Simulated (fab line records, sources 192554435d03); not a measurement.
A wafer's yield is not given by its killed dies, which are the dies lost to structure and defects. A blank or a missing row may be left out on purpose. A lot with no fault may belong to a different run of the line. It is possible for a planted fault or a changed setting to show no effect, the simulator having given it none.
Split-lot trial    flow n5_finfet    21 wafers read from 7 lots, route of 1938 steps

## ABOUT THE SPLIT
At N5_BEOL_M2_COAT_62 (time 60 s, resist thk 12 nm), the setting spin_rpm was moved away from the recipe's 1500 rpm on 10 of the 21 wafers read, by -6.9% to +9.1%. For the rest of the wafers, this setting stayed at what the recipe calls for.

## FROM THE SPLIT TO THE READING: what the file shows between them, 6 steps
- N5_BEOL_M2_EXPOSE_08: exposes mask M2 (also split here: dose_mj)
- N5_BEOL_M2_PEB_09: peb time 60 s
- N5_BEOL_M2_DEVELOP_10: develop time 30 s
- N5_BEOL_M2_CD_MEAS_11: target cd 16.79 nm
- N5_BEOL_M2_DESCUM_16: chemistry O2, time 7 s (also split here: time_s)
- N5_BEOL_M2_ETCH_74: etches underlayer in N2/H2, target depth 6.5 nm, time 5.2 s

## THE READING
etch.depth_nm (the simulator's own value, which no gauge read), in nm, at N5_BEOL_M2_ETCH_63 (etches SiARC in CF4, target depth 15.6 nm, time 26 s). No usual value for it is given in the file. Average 12.01 nm, standard deviation 0.025 nm, over the 11 wafers here run with the recipe.

wafer   tool, chamber at the split  spin_rpm as run, rpm  against the recipe  etch.depth_nm, nm  against lot-mates on the recipe
L074.4  litho_track-02, 0           1500                  recipe              12                 -
L074.5  litho_track-02, 0           1500                  recipe              11.99              -
L074.6  litho_track-02, 0           1500                  recipe              12.02              -
L075.2  litho_track-01, 0           1500                  recipe              12.03              -
L075.4  litho_track-01, 0           1500                  recipe              11.98              -
L075.6  litho_track-01, 0           1500                  recipe              11.97              -
L078.2  litho_track-01, 0           1636                  +9.1%               11.54              -0.52
L078.3  litho_track-01, 0           1636                  +9.1%               11.53              -0.53
L078.5  litho_track-01, 0           1500                  recipe              12.06              -
L080.4  litho_track-02, 0           1425                  -5.0%               12.31              no lot-mate on the recipe
L080.5  litho_track-02, 0           1425                  -5.0%               12.31              no lot-mate on the recipe
L080.6  litho_track-02, 0           1425                  -5.0%               12.31              no lot-mate on the recipe
L083.2  litho_track-01, 0           1397                  -6.9%               12.42              no lot-mate on the recipe
L083.4  litho_track-01, 0           1397                  -6.9%               12.42              no lot-mate on the recipe
L083.3  litho_track-01, 0           1397                  -6.9%               12.45              no lot-mate on the recipe
L085.2  litho_track-02, 0           1500                  recipe              12                 -
L085.3  litho_track-02, 0           1500                  recipe              12                 -
L085.4  litho_track-02, 0           1500                  recipe              12.02              -
L086.3  litho_track-01, 0           1500                  recipe              12.03              -
L086.5  litho_track-01, 0           1600                  +6.7%               11.63              -0.40
L086.6  litho_track-01, 0           1600                  +6.7%               11.63              -0.40

FIT RESULTS
A straight line over all 21 wafers: etch.depth_nm changes by -0.057 nm for each +1% of spin_rpm; r = -1.00; the points scatter about the line by 0.025 nm.
The same after taking each lot's own level away (the mean of its wafers on the recipe; 15 wafers): -0.0586 nm for each +1%; r = -1.00; scatter 0.015 nm.
Per that fit: largest spin_rpm move, reading shift of 0.53 nm.
Across the lots, their own levels run from 11.993 to 12.060 nm, a range of 2.7 times the standard deviation given above.
The two slopes are in agreement: the lot-to-lot level therefore moves the slope only a little.
Check: with one of the wafers moved furthest among these (+9.1%) left out of the fit, the line predicts -0.537 nm for it against its lot-mates. Against them it came out at -0.52 nm.

## THESE WAFERS: OTHER SPLITS
These wafers also went through other splits before the reading. Each is held against what the fit with the lots' levels taken away leaves over:
other split on the same wafers  wafers away from the commonest value  r with etch.depth_nm (lot level and that fit taken away)
N5_BEOL_M2_EXPOSE_08 dose_mj    5                                     +0.05
N5_BEOL_M2_DESCUM_16 time_s     6                                     +0.23

## THE WHOLE CHAIN: every reading that the file lists as answering this split, in the file's order
step                what it does                                          reading                                                                           change (the file's fit)                 r (the file's)
N5_BEOL_M2_COAT_62  time 60 s, resist thk 12 nm                           SiARC_of_BEOL_M2_COAT_62.thk_nm (the simulator's own value, which no gauge read)  -0.0497 nm for each +1% of the setting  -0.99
N5_BEOL_M2_ETCH_63  etches SiARC in CF4, target depth 15.6 nm, time 26 s  etch.depth_nm (the simulator's own value, which no gauge read)                    -0.0582 nm for each +1% of the setting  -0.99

## FILE'S OWN FIT
etch.depth_nm changes by -0.0582 nm for each +1% of spin_rpm, r = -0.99.
